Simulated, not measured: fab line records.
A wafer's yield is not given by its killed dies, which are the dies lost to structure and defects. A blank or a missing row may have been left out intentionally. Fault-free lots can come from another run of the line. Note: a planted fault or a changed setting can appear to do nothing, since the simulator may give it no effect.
Check for tools in common    flow nandHarc    33 wafers sampled across 11 lots

## REASON IT WAS OPENED
Flagged at NHARC_A_CHANNEL_HOLE_D1_INSPECT_40: reading rawDefectCount, on 2 of 11 lots. Fault-free wafers read 68, with a standard deviation of 22.
Rule: flag the lot when none of its wafers has a number, or when each of its wafers that has one lies beyond 4 standard deviations from that mean. The other lots count as sound.

lot   measured      on                rawDefectCount, wafer by wafer  flag
L831  day 9 14:37   defectInspect-02  51 48 25                        
L837  day 12 01:24  defectInspect-02  1468 1431 1441                  FLAGGED
L838  day 12 08:41  defectInspect-01  1480 1490 1433                  FLAGGED
L842  day 14 00:09  defectInspect-01  89 52 82                        
L845  day 15 03:19  defectInspect-02  58 63 44                        
L846  day 15 15:26  defectInspect-01  73 106 90                       
L847  day 16 06:56  defectInspect-02  76 52 59                        
L850  day 17 04:23  defectInspect-02  64 53 84                        
L851  day 17 18:23  defectInspect-02  38 47 32                        
L852  day 18 01:26  defectInspect-02  87 56 63                        
L853  day 18 14:37  defectInspect-01  32 46 32                        
The numbers of the flagged lots are 1457 on average: +1389 against the usual, or +63 standard deviations.

## TOOL THAT RAN EACH LOT
Before the reading, the record contains 3 process steps out of a 1302-step route. In each cell: the tool, then ch and the chambers that the sampled wafers went through, then the start.
lot   flag     NHARC_A_CHANNEL_HOLE_D1_ETCH_20  NHARC_A_CHANNEL_HOLE_D1_ETCH_26  NHARC_A_CHANNEL_HOLE_D1_ETCH_44
L831           harEtch-01 ch 0, day 9 08:56     harEtch-01 ch 0, day 9 12:34     rieDiel-07 ch 0,1,2, day 9 13:32
L837  FLAGGED  harEtch-01 ch 0,1, day 11 19:56  harEtch-01 ch 0,1, day 11 23:32  rieDiel-01 ch 0,2,3, day 12 00:26
L838  FLAGGED  harEtch-02 ch 0, day 12 03:06    harEtch-02 ch 0, day 12 06:46    rieDiel-01 ch 0,1,3, day 12 07:43
L842           harEtch-01 ch 0,1, day 13 18:31  harEtch-01 ch 0,1, day 13 22:08  rieDiel-07 ch 0,2,3, day 13 23:06
L845           harEtch-01 ch 0,1, day 14 21:44  harEtch-01 ch 0,1, day 15 01:24  rieDiel-01 ch 0,1,2, day 15 02:20
L846           harEtch-02 ch 0,1, day 15 09:55  harEtch-02 ch 0,1, day 15 13:33  rieDiel-01 ch 1,2,3, day 15 14:29
L847           harEtch-01 ch 0,1, day 16 00:59  harEtch-01 ch 0,1, day 16 04:37  rieDiel-01 ch 2,3, day 16 05:37
L850           harEtch-01 ch 1, day 16 22:52    harEtch-01 ch 1, day 17 02:29    rieDiel-08 ch 0,1, day 17 03:24
L851           harEtch-02 ch 0,1, day 17 12:34  harEtch-02 ch 0,1, day 17 16:13  rieDiel-01 ch 2,3, day 17 17:18
L852           harEtch-01 ch 0,1, day 17 19:44  harEtch-01 ch 0,1, day 17 23:23  rieDiel-01 ch 1,2,3, day 18 00:20
L853           harEtch-02 ch 0, day 18 08:37    harEtch-02 ch 0, day 18 12:14    rieDiel-01 ch 2,3, day 18 13:15
What is done by these steps:
- NHARC_A_CHANNEL_HOLE_D1_ETCH_20: etches the open film in C4F8/O2/Ar, time 361.9 s, target depth 1600 nm.
- NHARC_A_CHANNEL_HOLE_D1_ETCH_26: etches the open film in C4F8/O2/Ar, time 224.1 s, target depth 300 nm.
- NHARC_A_CHANNEL_HOLE_D1_ETCH_44: etches the open film in CF4/O2, target depth 140 nm, overetch 14 nm, time 77 s.
- NHARC_A_CHANNEL_HOLE_D1_INSPECT_40

## FLAGGED AGAINST TOTAL, ONE TOOL AT A TIME (gauges that did the reading follow at the end)
step                                tool              lots run  flagged  share of the flagged lots  sound lots run after its first flagged lot
NHARC_A_CHANNEL_HOLE_D1_ETCH_20     harEtch-01        7         1        some                       5 (L842,L845,L847,L850,L852)
NHARC_A_CHANNEL_HOLE_D1_ETCH_20     harEtch-02        4         1        some                       3 (L846,L851,L853)
NHARC_A_CHANNEL_HOLE_D1_ETCH_26     harEtch-01        7         1        some                       5 (L842,L845,L847,L850,L852)
NHARC_A_CHANNEL_HOLE_D1_ETCH_26     harEtch-02        4         1        some                       3 (L846,L851,L853)
NHARC_A_CHANNEL_HOLE_D1_ETCH_44     rieDiel-01        8         2        all                        6 (L845,L846,L847,L851,L852,L853)
NHARC_A_CHANNEL_HOLE_D1_ETCH_44     rieDiel-07        2         0        none                       -
NHARC_A_CHANNEL_HOLE_D1_ETCH_44     rieDiel-08        1         0        none                       -
NHARC_A_CHANNEL_HOLE_D1_INSPECT_40  defectInspect-01  4         1        some                       3 (L842,L846,L853)
NHARC_A_CHANNEL_HOLE_D1_INSPECT_40  defectInspect-02  7         1        some                       5 (L845,L847,L850,L851,L852)

## WHAT THE TABLE PERMITS
In the table, 1 row covers all flagged lots: rieDiel-01 at NHARC_A_CHANNEL_HOLE_D1_ETCH_44.
- rieDiel-01 at NHARC_A_CHANNEL_HOLE_D1_ETCH_44: 2 of its 8 lots flagged. Lots that were sound ran on it after the first flagged one (L845, L846, L847, L851, L852, L853); a persistent fault on the entire tool would not allow that.
Not one row of the table ran every flagged lot while running no sound lot after the first.

## WHAT THE SIMULATOR HAD INSERTED
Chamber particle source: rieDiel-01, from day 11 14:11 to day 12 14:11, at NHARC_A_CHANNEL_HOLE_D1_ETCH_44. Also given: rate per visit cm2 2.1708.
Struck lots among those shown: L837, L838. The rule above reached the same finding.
